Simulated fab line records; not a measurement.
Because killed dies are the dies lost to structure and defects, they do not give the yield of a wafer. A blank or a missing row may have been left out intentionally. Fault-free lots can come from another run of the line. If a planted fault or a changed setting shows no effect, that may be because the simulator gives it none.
Matching of chambers	flow n5 finfet	N5_BEOL_M6_ETCH_65 on rie diel-06 has 4 sister chambers
The step etches SiARC in CF4, target depth 15.6 nm, time 26 s. 18 wafers are shown with their chamber, then 9 later ones without.

WAFERS, EACH WITH ITS CHAMBER
wafer	chamber	drypump motor current A (A)	showerhead plenum p Torr (Torr)	etch rf on time s (s)
L076.1	2	4.9	2.16	25.2
L076.2	0	5.8	2.07	26.0
L076.5	0	5.7	2.07	25.6
L082.1	3	6.0	2.11	26.3
L082.4	2	4.9	2.16	25.4
L082.5	0	5.8	2.07	25.4
L080.1	1	5.8	2.12	24.8
L080.4	2	4.9	2.16	25.3
L080.5	1	5.8	2.12	24.9
L084.2	1	5.8	2.11	25.1
L084.5	2	4.9	2.15	25.2
L084.6	1	5.7	2.11	24.9
L085.2	3	6.0	2.11	25.8
L085.3	2	4.9	2.15	25.4
L085.5	0	5.8	2.06	25.9
L091.1	1	5.8	2.11	25.4
L091.4	0	5.7	2.05	26.0
L091.5	0	5.8	2.05	26.0

SIGNATURES, as means of the wafers listed above
reading	chamber 0	chamber 1	chamber 2	chamber 3	scatter within a chamber
drypump motor current A	5.767	5.780	4.900	6.000	0.039
showerhead plenum p Torr	2.0617	2.1140	2.1560	2.1100	0.00719
etch rf on time s	25.817	25.020	25.300	26.050	0.227
Rule: distance of a wafer from a chamber = root of the sum over the readings of ((wafer's reading minus chamber's mean) / reading's scatter) squared. The wafer belongs to the nearest chamber; if the next one is less than 2 further off, it can't be placed. The scatter is the square root of a quotient: the sum, over the shown wafers, of each reading's squared deviation from its chamber's mean, divided by wafers minus chambers.

WAFERS WITH NO CHAMBER GIVEN
wafer	drypump motor current A (A)	showerhead plenum p Torr (Torr)	etch rf on time s (s)
L092.2	5.8	2.05	25.7
L092.4	6.0	2.10	25.4
L092.6	4.9	2.14	25.3
L094.1	6.0	2.10	25.7
L094.2	5.8	2.11	25.3
L094.4	5.8	2.05	26.0
L095.4	4.9	2.14	25.4
L095.5	6.0	2.10	25.1
L095.6	5.7	2.05	25.5

THE CHAMBER EACH PASSED THROUGH
wafer	from the rows above	in truth
L092.2	0	0
L092.4	3	3
L092.6	2	2
L094.1	3	3
L094.2	1	1
L094.4	0	0
L095.4	2	2
L095.5	can't be placed: 3 or 1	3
L095.6	0	0
Placed correctly: 8 of 9. These rows do not allow placing 1 (true chamber among the candidates in 1). Number placed wrongly: 0.
